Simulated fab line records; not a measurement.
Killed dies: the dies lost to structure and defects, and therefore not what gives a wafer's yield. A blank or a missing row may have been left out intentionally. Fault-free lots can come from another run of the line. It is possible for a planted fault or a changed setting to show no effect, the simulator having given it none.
2 desks looking at one fault ; flow n5 finfet ; every desk sees just its own numbers, and what lay behind them comes last

== THE DEFECT DESK ==
Lot by lot, what the route's inspections counted, given as the mean of those sampled wafers with a number. Marked OUT: a lot whose mean sits more than 4 standard deviations from the usual mean, which makes it out of limits; the brackets give that distance.
Columns: A = raw defect count at N5_BEOL_M10_INSPECT_58, usual 78; B = raw defect count at N5_BEOL_M11_INSPECT_13, usual 428
lot;first seen here;A;B
L377;day 12 01:41;84;394
L379;day 12 12:59;94;445
L381;day 13 05:50;80;541
L382;day 14 00:13;92;387
L386;day 14 05:37;87;450
L387;day 14 06:02;71;538
L385;day 14 09:35;972 (+32) OUT;1307 (+9.9) OUT
L389;day 14 15:29;66;417
L390;day 14 22:19;1034 (+34) OUT;1297 (+9.8) OUT
L395;day 16 10:47;51;361
This desk finds L385, L390 out of limits, L385 being first, at day 14 09:35 (raw defect count at N5_BEOL_M10_INSPECT_58). L377, L379, L381, L382, L386, L387, L389, L395: within limits.

== AT THE TOOL OWNER'S DESK: cmp-01 ==
The tool's own readings at N5_BEOL_M10_CMP_52 (polishes, stops on SiCOH lowk, t overpolish 7 s, target thk 140 nm): means of the sampled wafers that have a number, for each lot that ran on this tool. Marked OUT: a lot whose mean sits more than 4 standard deviations from the usual mean, which makes it out of limits; the brackets give that distance.
Columns: A = barrier field endpoint s at N5_BEOL_M10_CMP_52, usual 29.1 s; B = motor current A at N5_BEOL_M10_CMP_52, usual 5.7 A; C = overpolish run s at N5_BEOL_M10_CMP_52, usual 7.001 s; D = time to endpoint s at N5_BEOL_M10_CMP_52, usual 66 s
lot;first seen here;A;B;C;D
L377;day 12 01:17;28.3;5.9;7.004;65
L381;day 13 05:28;28.7;6.0;7.005;63
L386;day 14 05:10;28.4;5.9;7.005;65
L387;day 14 05:41;29.4;6.0;6.993;67
L385;day 14 09:06;28.9;5.7;6.995;66
L390;day 14 21:52;28.3;6.1;6.995;65
This desk's verdict: no lot among the 6 shows anything out of limits.

== PUT TOGETHER ==
The defect desk could have raised an alarm at day 14 09:35, on L385, L390.
The tool owner's desk saw nothing out of limits.
The tool owner's desk has L385, L390 on record, within its limits.
The lots listed all ran N5_BEOL_M10_CMP_52 on cmp-01.

== WHAT HAD BEEN PUT IN BY THE SIMULATOR ==
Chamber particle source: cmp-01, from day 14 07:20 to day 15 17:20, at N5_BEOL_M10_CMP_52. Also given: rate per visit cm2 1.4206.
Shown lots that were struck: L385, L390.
Hours from the fault's start to each desk's first reading out of limits: the defect desk, 2.
